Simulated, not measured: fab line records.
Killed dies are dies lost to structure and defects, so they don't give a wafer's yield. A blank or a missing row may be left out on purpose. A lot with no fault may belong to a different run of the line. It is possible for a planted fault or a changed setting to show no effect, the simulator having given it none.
Which tool is to blame? || flow n5-finfet || 11 lots with 32 wafers sampled at 2 steps, on a route of 1938 steps

== WHAT THE GAUGES SHOWED, per wafer ==
N5_MIM_BOT_LITHO_INSPECT_12: inspects for defects (macro).
{"lot": "L164", "measured": "day 13 13:32", "on": "defect-inspect-02", "raw-defect-count": "1 2 1"}
{"lot": "L165", "measured": "day 14 03:58", "on": "defect-inspect-01", "raw-defect-count": "2 0 2"}
{"lot": "L168", "measured": "day 14 15:58", "on": "defect-inspect-01", "raw-defect-count": "1 1 2"}
{"lot": "L170", "measured": "day 14 17:36", "on": "defect-inspect-01", "raw-defect-count": "3 4 2"}
{"lot": "L171", "measured": "day 14 20:20", "on": "defect-inspect-01", "raw-defect-count": "4 0 1"}
{"lot": "L169", "measured": "day 14 21:06", "on": "defect-inspect-02", "raw-defect-count": "2 2 2"}
{"lot": "L173", "measured": "day 15 10:34", "on": "defect-inspect-01", "raw-defect-count": "5 1 5"}
{"lot": "L175", "measured": "day 16 06:42", "on": "defect-inspect-02", "raw-defect-count": "3 2 6"}
{"lot": "L178", "measured": "day 17 05:04", "on": "defect-inspect-01", "raw-defect-count": "1 1"}
{"lot": "L182", "measured": "day 17 19:42", "on": "defect-inspect-02", "raw-defect-count": "4 4 2"}
{"lot": "L183", "measured": "day 17 20:46", "on": "defect-inspect-01", "raw-defect-count": "5 2 2"}

== TOOL THAT RAN EACH LOT (tool first, then ch and the chambers of the sampled wafers, then the start) ==
{"lot": "L164", "N5_MIM_TOP_DEGAS_04": "pvd-sputter-01, day 13 11:23"}
{"lot": "L165", "N5_MIM_TOP_DEGAS_04": "pvd-sputter-02, day 14 02:08"}
{"lot": "L168", "N5_MIM_TOP_DEGAS_04": "pvd-sputter-02, day 14 14:29"}
{"lot": "L170", "N5_MIM_TOP_DEGAS_04": "pvd-sputter-02, day 14 16:08"}
{"lot": "L171", "N5_MIM_TOP_DEGAS_04": "pvd-sputter-03, day 14 18:51"}
{"lot": "L169", "N5_MIM_TOP_DEGAS_04": "pvd-sputter-01, day 14 19:38"}
{"lot": "L173", "N5_MIM_TOP_DEGAS_04": "pvd-sputter-02, day 15 09:13"}
{"lot": "L175", "N5_MIM_TOP_DEGAS_04": "pvd-sputter-01, day 16 05:16"}
{"lot": "L178", "N5_MIM_TOP_DEGAS_04": "pvd-sputter-01, day 17 03:42"}
{"lot": "L182", "N5_MIM_TOP_DEGAS_04": "pvd-sputter-02, day 17 18:21"}
{"lot": "L183", "N5_MIM_TOP_DEGAS_04": "pvd-sputter-02, day 17 19:25"}
- N5_MIM_TOP_DEGAS_04: time 60 s.

== AS READ BY THE TOOLS THEMSELVES (means over the sampled wafers that have a number; for cases with no such wafer, the mark the record gives instead) ==
N5_MIM_TOP_DEGAS_04.
{"lot": "L164", "tool": "pvd-sputter-01", "heater-power-w (W)": 462}
{"lot": "L165", "tool": "pvd-sputter-02", "heater-power-w (W)": 471}
{"lot": "L168", "tool": "pvd-sputter-02", "heater-power-w (W)": 457}
{"lot": "L170", "tool": "pvd-sputter-02", "heater-power-w (W)": 473}
{"lot": "L171", "tool": "pvd-sputter-03", "heater-power-w (W)": 455}
{"lot": "L169", "tool": "pvd-sputter-01", "heater-power-w (W)": 464}
{"lot": "L173", "tool": "pvd-sputter-02", "heater-power-w (W)": 465}
{"lot": "L175", "tool": "pvd-sputter-01", "heater-power-w (W)": 456}
{"lot": "L178", "tool": "pvd-sputter-01", "heater-power-w (W)": 468}
{"lot": "L182", "tool": "pvd-sputter-02", "heater-power-w (W)": 478}
{"lot": "L183", "tool": "pvd-sputter-02", "heater-power-w (W)": 494}

== THE ANSWER, worked out from the rows above alone ==
Rule: usual is defined by the lots themselves. The widest of any qualifying gaps counts: lots, ordered by their means at a reading, are off when they make up no more than a third of the lots, leave a main group of 4 or more, and stand apart from it by 3 or more times the standard deviation of that group's means. If all means in a main group match to the digits the tables above print for the reading, that group is not used. A lot without any number at a reading at which 4 lots or more have one is off too. The other lots that the step has rows for count as sound. Order of review: gauges by route order, followed by the tools' own readings, for which a lot's mean as printed above is used. At the first step where some lot is off, the reading lying furthest off is the one used; lots without a number count as furthest.
Nothing can be told from this: no lot is off at any reading shown.

== WHAT THE SIMULATOR HAD PUT IN ==
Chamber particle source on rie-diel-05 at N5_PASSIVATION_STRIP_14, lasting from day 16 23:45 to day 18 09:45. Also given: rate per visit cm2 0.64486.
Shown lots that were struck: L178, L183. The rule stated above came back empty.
